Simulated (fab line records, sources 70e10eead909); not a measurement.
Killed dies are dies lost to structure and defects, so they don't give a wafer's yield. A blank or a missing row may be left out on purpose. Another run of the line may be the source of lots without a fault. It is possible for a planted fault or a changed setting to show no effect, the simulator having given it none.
fab line records	flow nandHarc	part 2 of 2: steps 5 to 6 of 6
[record] lots = 24	wafers = 72	lastDay = 25
route steps=1159 shown A_SGD_CUT@747 A_SLIT@800 A_WL_FILL@833 A_CONTACT@863
lots that met no fault: from a run of the same line without faults
startH: the number of hours between the record's first day and the start of the first shown wafer of the lot	waitH: hours elapsed since this lot's preceding step	" unchanged from the row above	L1.1+2: a row that stands for several wafers	- either no value or no given start	* or withheld: withheld	< > ~ a bound
route shown NAME@n: NAME is a module with steps in the file, n the number in the route of the first one	usual: mean/standard deviation of fault-free wafers	same: alike in all rows	chamber/n: place in a boat	sites: each site's reading	_std_site: the values' standard deviation	_edge_site: inner sites' mean taken away from outer sites' mean	radiusMm: how far each site lies from the wafer's centre	mask NAME#n: copy n	behind: the most recent tool/chamber to have shaped the wafer	hold: what put the lot on hold/how long, in hours/how the hold closed	device: transistor that didn't switch, given as n, p or np	end of line: the tests these same wafers got at the end of their route	a step given without rows: its recipe and nothing more	killed: not the wafer's yield, but the dies lost to structure and defects at the first sort	map: shows each die of a wafer: x if killed, . if not, _ if none is there
set.NAME: the setting as run; set.NAME@STEP: as run at that earlier step	model.NAME: the simulator's own value behind a step, which no gauge read
steps of the route over a sample of lots; a table a step, a row a wafer
services: from which hour (startH, from the record's first day; less than 0 if before it) a tool's chamber was out of use, for how many hours, and why
[[steps]]
[step NHARC_A_CONTACT_ETCH_112]
[recipe] sourceW = withheld	pressureMtorr = 20	biasV = 3000	timeS = 94	targetDepthA = 9220	arFlowSccm = withheld	c4f8FlowSccm = withheld	o2FlowSccm = withheld	chemistry = C4F8/O2/Ar
lot.wafer	tool	chamber	startH	waitH	rfHoursCounterH
L077.2	harCapEtch-02	0	369.98	0.2	8
L077.3	"	1	"	"	-
L077.4	"	0	"	"	-
L075.3	harCapEtch-01	1	371.08	0.1	-
L075.6	"	0	"	"	-
L075.5	"	1	"	"	-
L074.4	harCapEtch-03	0	375.18	0.2	-
L074.3	"	1	"	"	-
L074.6	"	0	"	"	-
L079.1	harCapEtch-01	1	377.15	0.2	57
L079.6	"	1	"	"	-
L079.5	"	0	"	"	-
L078.2	harCapEtch-02	1	387.07	0.2	12
L078.4	"	1	"	"	-
L078.5	"	1	"	"	-
L076.2	harCapEtch-03	1	387.54	0.2	81
L076.1	"	0	"	"	81
L076.5	"	1	"	"	-
L080.2	harCapEtch-02	1	409.10	0.2	17
L080.1	"	0	"	"	17
L080.3	"	0	"	"	-
L084.1	harCapEtch-01	1	421.71	0.2	64
L084.4	"	1	"	"	-
L084.5	"	0	"	"	-
L082.1	harCapEtch-03	1	426.21	0.1	88
L082.3	"	0	"	"	-
L082.6	"	1	"	"	-
L081.1	harCapEtch-01	1	431.04	0.1	66
L081.3	"	0	"	"	-
L081.6	"	1	"	"	-
L083.2	harCapEtch-03	0	433.31	0.1	89
L083.4	"	0	"	"	-
L083.6	"	1	"	"	-
L089.2	harCapEtch-03	1	444.64	0.1	92
L089.3	"	0	"	"	-
L089.6	"	1	"	"	-
L086.1	harCapEtch-01	0	444.96	0.1	68
L086.3	"	1	"	"	-
L086.5	"	0	"	"	-
L087.3	harCapEtch-03	0	449.83	0.1	-
L087.5	"	0	"	"	-
L087.6	"	1	"	"	-
L085.2	harCapEtch-02	1	450.37	0.2	24
L085.1	"	0	"	"	24
L085.4	"	1	"	"	-
L088.1	harCapEtch-02	0	455.59	0.1	25
L088.3	"	1	"	"	-
L088.5	"	1	"	"	-
L090.2	harCapEtch-03	1	462.16	0.2	97
L090.1	"	0	"	"	97
L090.6	"	1	"	"	-
L091.2	harCapEtch-02	1	463.18	0.2	27
L091.4	"	1	"	"	-
L091.3	"	0	"	"	-
L092.4	harCapEtch-03	0	489.47	0.1	-
L092.5	"	1	"	"	-
L092.6	"	0	"	"	-
L094.1	harCapEtch-02	1	491.74	0.2	30
L094.2	"	0	"	"	30
L094.3	"	1	"	"	-
L093.3	harCapEtch-01	0	496.14	0.1	-
L093.4	"	1	"	"	-
L093.5	"	0	"	"	-
L096.2	harCapEtch-02	0	504.61	0.2	33
L096.3	"	0	"	"	-
L096.4	"	1	"	"	-
L095.2	harCapEtch-03	0	505.33	0.1	104
L095.4	"	1	"	"	-
L095.6	"	0	"	"	-
L097.2	harCapEtch-02	0	523.57	0.1	37
L097.3	"	0	"	"	-
L097.6	"	0	"	"	-
[step NHARC_A_CONTACT_STRIP_55]
[recipe] o2FlowSccm = 500	arFlowSccm = 0	biasW = 0	chemistry = O2
[usual] drypumpMotorCurrentA = 5.6/0.44	o2FlowSccm = 500.1/1.5	oesProductAu = 0.996/0.011	rfVppV = 57.7/0.93	showerheadPlenumPTorr = 3.57/0.18	throttleValvePct = 17.035/0.0093
lot.wafer	tool	chamber	startH	waitH	drypumpMotorCurrentA	o2FlowSccm	oesProductAu	rfHoursCounterH	rfVppV	showerheadPlenumPTorr	throttleValvePct
L077.2	rieDiel-01	1	-	-	5.2	502.7	0.990	12	59.3	3.76	17.036
L077.4	"	2	"	"	6.3	500.1	0.975	12	58.5	3.71	17.038
L077.3	"	0	"	"	5.8	499.8	0.986	13	58.9	3.80	17.043
L075.3	rieDiel-01	3	-	-	5.0	500.0	1.004	12	58.2	3.66	17.048
L075.5	"	3	"	"	5.1	498.5	1.001	-	56.9	3.66	17.032
L075.6	"	0	"	"	5.8	499.9	0.987	-	57.7	3.80	17.016
L074.4	rieDiel-13	1	-	-	5.9	501.7	0.994	20	57.7	3.68	17.022
L074.3	"	0	"	"	6.1	500.4	0.979	20	57.6	3.38	17.042
L074.6	"	2	"	"	5.8	499.3	0.990	-	55.8	3.28	17.047
L079.1	rieDiel-03	3	-	-	5.6	502.4	0.987	56	56.7	3.47	17.028
L079.5	"	0	"	"	5.7	500.5	1.013	-	58.2	3.58	17.032
L079.6	"	1	"	"	5.7	499.7	1.001	-	58.0	3.42	17.016
L078.4	rieDiel-13	1	-	-	5.9	502.5	1.004	24	57.8	3.68	17.044
L078.2	"	2	"	"	5.8	498.8	0.990	22	56.4	3.28	17.016
L078.5	"	0	"	"	6.1	501.0	1.004	-	56.8	3.38	17.032
L076.1	rieDiel-03	3	-	-	5.6	501.3	0.998	61	57.0	3.47	17.032
L076.2	"	2	"	"	5.5	501.3	1.007	58	59.1	3.60	17.028
L076.5	"	0	"	"	5.7	503.2	1.008	-	56.4	3.58	17.048
L080.2	rieDiel-01	3	-	-	5.1	501.0	0.986	25	55.8	3.66	17.038
L080.3	"	0	"	"	5.9	498.2	0.994	25	57.8	3.79	17.023
L080.1	"	1	"	"	5.2	500.3	1.000	24	58.0	3.76	17.050
L084.1	rieDiel-13	0	-	-	6.1	498.0	0.984	29	59.1	3.37	17.040
L084.4	"	1	"	"	5.9	503.5	1.001	29	58.6	3.67	17.040
L084.5	"	0	"	"	6.1	500.1	0.995	-	56.2	3.37	17.036
L082.1	rieDiel-03	0	-	-	5.7	500.8	0.993	11	57.4	3.57	17.051
L082.3	"	1	"	"	5.6	500.7	1.024	11	59.0	3.41	17.030
L082.6	"	3	"	"	5.6	501.8	1.019	-	57.0	3.46	17.053
L081.3	rieDiel-13	2	-	-	5.8	500.9	1.000	27	57.3	3.27	17.029
L081.1	"	1	"	"	5.9	499.9	1.000	31	57.8	3.67	17.038
L081.6	"	3	"	"	4.8	496.8	0.987	-	56.5	3.26	17.023
L083.2	rieDiel-13	3	-	-	4.8	498.0	0.991	29	56.1	3.26	17.060
L083.4	"	2	"	"	5.8	500.1	1.003	28	57.1	3.27	17.033
L083.6	"	0	"	"	6.1	500.7	0.985	-	57.2	3.37	17.039
L086.3	rieDiel-01	2	-	-	6.3	499.5	0.985	39	57.6	3.69	17.034
L086.1	"	0	"	"	5.9	500.3	0.999	38	56.5	3.79	17.024
L086.5	"	3	"	"	5.1	498.0	0.983	-	57.3	3.65	17.036
L089.2	rieDiel-03	1	-	-	5.7	499.7	1.016	18	56.8	3.40	17.024
L089.3	"	2	"	"	5.5	501.3	1.018	17	57.4	3.59	17.025
L089.6	"	3	"	"	5.6	497.8	1.004	-	57.7	3.46	17.029
L087.3	rieDiel-13	0	-	-	6.1	498.3	0.987	35	57.7	3.37	17.032
L087.6	"	0	"	"	6.1	499.0	0.986	-	57.9	3.37	17.042
L087.5	"	1	"	"	5.9	498.9	1.004	-	57.6	3.67	17.026
L085.1	rieDiel-13	2	-	-	5.8	499.8	0.995	32	57.3	3.27	17.031
L085.4	"	3	"	"	4.8	500.1	0.985	33	57.9	3.26	17.046
L085.2	"	0	"	"	6.1	499.8	0.979	35	58.5	3.37	17.034
L088.3	rieDiel-03	0	-	-	5.7	502.5	0.979	21	56.6	3.57	17.042
L088.1	"	3	"	"	5.6	499.8	0.996	20	58.7	3.46	17.038
L088.5	"	0	"	"	5.8	499.7	0.992	-	57.7	3.57	17.036
L090.1	rieDiel-13	0	-	-	6.1	503.7	0.991	1	56.2	3.37	17.037
L090.2	"	1	"	"	5.9	500.0	0.988	1	58.2	3.67	17.032
L090.6	"	3	"	"	4.8	498.3	1.006	-	57.6	3.81	17.025
L091.4	rieDiel-13	3	-	-	4.8	498.5	0.998	1	57.1	3.81	17.046
L091.3	"	0	"	"	6.1	500.0	0.990	1	57.1	3.37	17.036
L091.2	"	2	"	"	5.8	501.1	1.003	1	58.6	3.81	17.040
L092.4	rieDiel-01	1	-	-	5.2	501.4	0.994	45	57.9	3.75	17.037
L092.6	"	0	"	"	5.9	499.1	0.989	-	59.5	3.77	17.031
L092.5	"	1	"	"	5.2	499.9	0.998	-	56.5	3.75	17.017
L094.3	rieDiel-13	1	-	-	5.9	498.9	0.980	6	58.5	3.66	17.032
L094.1	"	2	"	"	5.9	501.4	0.996	5	58.8	3.81	17.035
L094.2	"	3	"	"	4.8	499.0	1.003	5	59.2	3.81	17.039
L093.4	rieDiel-03	3	-	-	5.6	501.1	1.005	36	57.1	3.45	17.034
L093.3	"	1	"	"	5.6	495.8	0.998	41	58.5	3.39	17.042
L093.5	"	0	"	"	5.7	505.2	0.984	-	58.5	3.56	17.038
L096.4	rieDiel-13	3	-	-	4.8	501.6	0.998	8	60.0	3.80	17.021
L096.3	"	0	"	"	6.1	497.2	0.984	9	57.2	3.37	17.023
L096.2	"	1	"	"	5.9	499.2	0.982	10	57.7	3.66	17.043
L095.2	rieDiel-13	2	-	-	5.8	499.6	0.992	8	58.8	3.80	17.043
L095.4	"	0	"	"	6.1	499.4	0.998	9	58.1	3.37	17.039
L095.6	"	2	"	"	5.8	501.0	0.988	-	59.5	3.80	17.023
L097.2	rieDiel-01	3	-	-	5.1	501.6	1.013	6	57.2	3.63	17.036
L097.3	"	1	"	"	5.2	500.0	0.999	6	57.3	3.74	17.044
L097.6	"	3	"	"	5.1	499.7	1.013	-	58.3	3.63	17.018
[[services]]
tool	chamber	startH	hours	kind
rieDiel-06	3	286.35	11.5	repair
rieDiel-04	-	288.90	9.0	pm
cvdW-01	-	295.88	13.0	pm
rieDiel-05	2	303.04	4.6	repair
harCapEtch-02	-	305.19	17.0	pm
rieDiel-13	3	307.24	7.8	repair
pecvd-02	0	318.87	2.6	repair
harCapEtch-03	-	331.11	0.2	repair
pecvd-02	-	334.25	13.0	pm
rieDiel-05	-	340.60	9.0	pm
rieDiel-04	-	345.11	3.8	repair
rieDiel-05	-	351.55	0.5	repair
pecvd-04	-	376.59	13.0	pm
cvdW-02	-	380.12	13.0	pm
rieDiel-13	3	413.15	4.2	repair
rieDiel-05	-	414.97	1.8	repair
rieDiel-04	1	415.73	2.4	repair
rieDiel-06	-	418.20	9.0	pm
rieDiel-13	-	453.23	9.0	pm
rieDiel-04	-	465.90	9.0	pm
rieDiel-06	3	466.68	15.0	repair
cvdW-01	-	476.88	13.0	pm
rieDiel-05	2	489.47	4.9	repair
rieDiel-05	-	517.60	9.0	pm
